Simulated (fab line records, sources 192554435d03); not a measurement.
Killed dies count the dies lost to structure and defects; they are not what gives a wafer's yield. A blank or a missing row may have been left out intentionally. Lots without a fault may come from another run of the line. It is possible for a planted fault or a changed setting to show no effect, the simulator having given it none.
A struck lot beside a sound one + flow n5Finfet + 14 out of 1938 route steps
Sound: the wafers L411.4, L411.5, L411.6. Struck: wafers L408.1, L408.2, L408.5. Last of all comes the cause.
Per side, at each step with rows, come the tool, then ch with its chambers, and then its first start. Under that, the readings that differ: sound wafers + struck wafers + difference of the means + sigmas: that difference in standard deviations of wafers without a fault.
alike: a reading whose means differ by less than 2 such deviations, as well as words and numbers matching on both sides. not compared: withheld readings; readings where some wafer has no value; bounds like >300 that might hide an equal value; numbers whose values overlap and for which the record gives no deviation.
Wherever a step has rows on one side only, a row that says differs or no value, or a row with sigmas, the two part there. Non-overlapping numbers with no deviation appear without sigmas and do not part them. Lack of a reading on every wafer of one side parts them only where that side has two or more wafers.

N5_BEOL_M7_STRIP_67: strips in CF4.
  sound on rieDiel-02 ch 1,2,3, day 16 06:47; struck on rieDiel-02 ch 0,1, day 13 23:05
  alike: drypumpMotorCurrentA, oesProductAu, rfVppV, showerheadPlenumPTorr, throttleValvePct
  not compared: rfHoursCounterH
N5_BEOL_M7_HM_OPEN_17: chemistry Cl2/BCl3, target TiN, target depth 20 nm, overetch 6 nm.
  sound on rieMetal-03 ch 0,1, day 16 06:52; struck on rieMetal-02 ch 0,1, day 13 23:08
  alike: bcl3FlowSccm, drypumpMotorCurrentA, mfcArSccm, oesProductAu, throttleValvePct
  not compared: rfHoursCounterH
N5_BEOL_M7_STRIP_19: strips in O2.
  sound on rieDiel-03 ch 1,2, day 16 07:02; struck on rieDiel-02 ch 2,3, day 13 23:15
  alike: drypumpMotorCurrentA, oesProductAu, rfVppV, showerheadPlenumPTorr, throttleValvePct
  not compared: rfHoursCounterH
N5_BEOL_M7_CD_MEAS_18: pitch 80 nm, target cd 40 nm.
  sound on cdSem-02, day 16 07:06; struck on cdSem-01, day 13 23:19
  alike: cdNm
then, 8 steps without rows for these wafers: N5_BEOL_M7_COAT_63 (time 60 s, resist thk 60 nm); N5_BEOL_M7_COAT_64 (time 60 s, resist thk 12 nm); N5_BEOL_M7_COAT_71 (time 60 s, resist thk 5 nm); N5_BEOL_M7_COAT_22 (resist thk 30 nm); N5_BEOL_M7_EBR_24; N5_BEOL_M7_SOFTBAKE_23 (time 60 s); N5_BEOL_M7_EXPOSE_25 (exposes mask V6, target cd 40 nm); N5_BEOL_M7_PEB_26 (peb time 60 s).
N5_BEOL_M7_DEVELOP_27: develop time 30 s.
  sound on lithoTrack-03 ch 0, day 16 08:57; struck on lithoTrack-03, day 14 01:07
  no value came back on the struck wafers for chillPlateTempC (C), developTimeS (s); on the sound wafers chillPlateTempC (C) reads 23.09 23.13 23.09
| reading                                     | sound          | struck   | difference | sigmas |
|---------------------------------------------|----------------|----------|------------|--------|
| model.CAR-EUV_of_BEOL_M7_COAT_22.thkNm (nm) | 29.6 29.6 29.6 | 30 30 30 | +0         |        |
N5_BEOL_M7_CD_MEAS_28 targets a cd of 40 nm.
  sound on cdSem-02 ch 0, day 16 09:01; struck on cdSem-02 ch 0, day 14 01:11
| reading   | sound             | struck | difference                    | sigmas |
|-----------|-------------------|--------|-------------------------------|--------|
| cdNm (nm) | 40.38 40.08 40.14 | - - -  | no value on the struck wafers |        |

## WHERE THEY PART
At N5_BEOL_M7_DEVELOP_27 first; at N5_BEOL_M7_CD_MEAS_28 last (within this record only).

WHY: whatever the simulator had introduced
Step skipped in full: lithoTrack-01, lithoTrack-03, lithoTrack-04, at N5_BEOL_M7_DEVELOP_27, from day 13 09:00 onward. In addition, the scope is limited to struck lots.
